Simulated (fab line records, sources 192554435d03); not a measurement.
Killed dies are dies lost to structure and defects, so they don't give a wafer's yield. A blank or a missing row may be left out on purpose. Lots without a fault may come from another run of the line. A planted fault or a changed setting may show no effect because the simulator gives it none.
Split-lot experiment | flow n5_finfet | 7 lots, 39 wafers read, on a route of 1938 steps

THE SPLIT
At N5_GATE_CUT_ETCH_56 (etches TiN in Cl2/Ar, target depth 21.6 nm), the setting target_depth_a was moved away from the recipe's 216 angstrom on 18 of the 39 wafers read, by -10.7% to +3.9%. The other wafers ran this setting at the recipe's value.

The reading is taken at the split's own step.

THE READING
etch.depth_nm (the simulator's own value, which no gauge read), in nm, at N5_GATE_CUT_ETCH_56 (etches TiN in Cl2/Ar, target depth 21.6 nm). The file gives no usual value for it. The 21 wafers here that ran the recipe average 21.96 nm, standard deviation 0.32 nm.

wafer  | tool, chamber at the split | target_depth_a as run, angstrom | against the recipe | etch.depth_nm, nm | against lot-mates on the recipe
L074.1 | rie_metal-02, 1            | 216                             | recipe             | 22.06             | -
L074.2 | rie_metal-02, 0            | 216                             | recipe             | 21.73             | -
L074.3 | rie_metal-02, 0            | 208.7                           | -3.4%              | 20.97             | -0.99
L074.4 | rie_metal-02, 1            | 216                             | recipe             | 22.1              | -
L074.5 | rie_metal-02, 1            | 208.7                           | -3.4%              | 21.38             | -0.58
L074.6 | rie_metal-02, 0            | 208.7                           | -3.4%              | 21.25             | -0.71
L078.1 | rie_metal-03, 0            | 216                             | recipe             | 22.25             | -
L078.2 | rie_metal-03, 0            | 216                             | recipe             | 21.94             | -
L078.3 | rie_metal-03, 0            | 224.5                           | +3.9%              | 23.01             | +0.90
L078.4 | rie_metal-03, 0            | 224.5                           | +3.9%              | 22.98             | +0.87
L078.5 | rie_metal-03, 0            | 216                             | recipe             | 22.13             | -
L078.6 | rie_metal-03, 0            | 224.5                           | +3.9%              | 22.91             | +0.80
L081.2 | rie_metal-02, 1            | 216                             | recipe             | 22.08             | -
L081.4 | rie_metal-02, 0            | 216                             | recipe             | 22.02             | -
L081.5 | rie_metal-02, 1            | 216                             | recipe             | 21.99             | -
L083.1 | rie_metal-02, 1            | 216                             | recipe             | 22.22             | -
L083.2 | rie_metal-02, 0            | 216                             | recipe             | 21.92             | -
L083.3 | rie_metal-02, 0            | 216                             | recipe             | 21.96             | -
L083.4 | rie_metal-02, 1            | 200.6                           | -7.1%              | 20.55             | -1.48
L083.5 | rie_metal-02, 0            | 200.6                           | -7.1%              | 20.36             | -1.67
L083.6 | rie_metal-02, 1            | 200.6                           | -7.1%              | 20.5              | -1.53
L087.1 | rie_metal-03, 0            | 216                             | recipe             | 21.93             | -
L087.2 | rie_metal-03, 1            | 216                             | recipe             | 22.48             | -
L087.3 | rie_metal-03, 1            | 192.8                           | -10.7%             | 20.18             | -2.18
L087.4 | rie_metal-03, 0            | 192.8                           | -10.7%             | 19.71             | -2.65
L087.5 | rie_metal-03, 1            | 216                             | recipe             | 22.66             | -
L087.6 | rie_metal-03, 0            | 192.8                           | -10.7%             | 19.58             | -2.78
L088.1 | rie_metal-02, 0            | 216                             | recipe             | 21.75             | -
L088.2 | rie_metal-02, 1            | 202                             | -6.5%              | 20.66             | -1.20
L088.3 | rie_metal-02, 0            | 216                             | recipe             | 21.88             | -
L088.4 | rie_metal-02, 1            | 216                             | recipe             | 21.95             | -
L088.5 | rie_metal-02, 1            | 202                             | -6.5%              | 20.6              | -1.26
L088.6 | rie_metal-02, 0            | 202                             | -6.5%              | 20.3              | -1.56
L092.1 | rie_metal-01, 1            | 216                             | recipe             | 21.18             | -
L092.2 | rie_metal-01, 0            | 202.9                           | -6.1%              | 20.48             | -0.91
L092.3 | rie_metal-01, 0            | 216                             | recipe             | 21.67             | -
L092.4 | rie_metal-01, 1            | 202.9                           | -6.1%              | 19.88             | -1.51
L092.5 | rie_metal-01, 0            | 202.9                           | -6.1%              | 20.39             | -1.00
L092.6 | rie_metal-01, 1            | 216                             | recipe             | 21.33             | -

THE FIT
A straight line over all 39 wafers: etch.depth_nm changes by +0.221 nm for each +1% of target_depth_a; r = +0.95; the points scatter about the line by 0.3 nm.
The same after taking each lot's own level away (the mean of its wafers on the recipe; 39 wafers): +0.222 nm for each +1%; r = +0.98; scatter 0.2 nm.
On that fit, the largest move of target_depth_a shifts the reading by 2.4 nm.
The lots' own levels span 21.393 to 22.357 nm, that is 3.0 times the standard deviation above.
So the lot-to-lot level changes the slope little: the two slopes agree.
Check: with one of the wafers moved furthest among these (-10.7%) left out of the fit, the line predicts -2.4 nm for it against its lot-mates. It came out at -2.18 nm against them.

THE FILE'S OWN FIT
etch.depth_nm changes by +0.22 nm for each +1% of target_depth_a, r = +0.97.
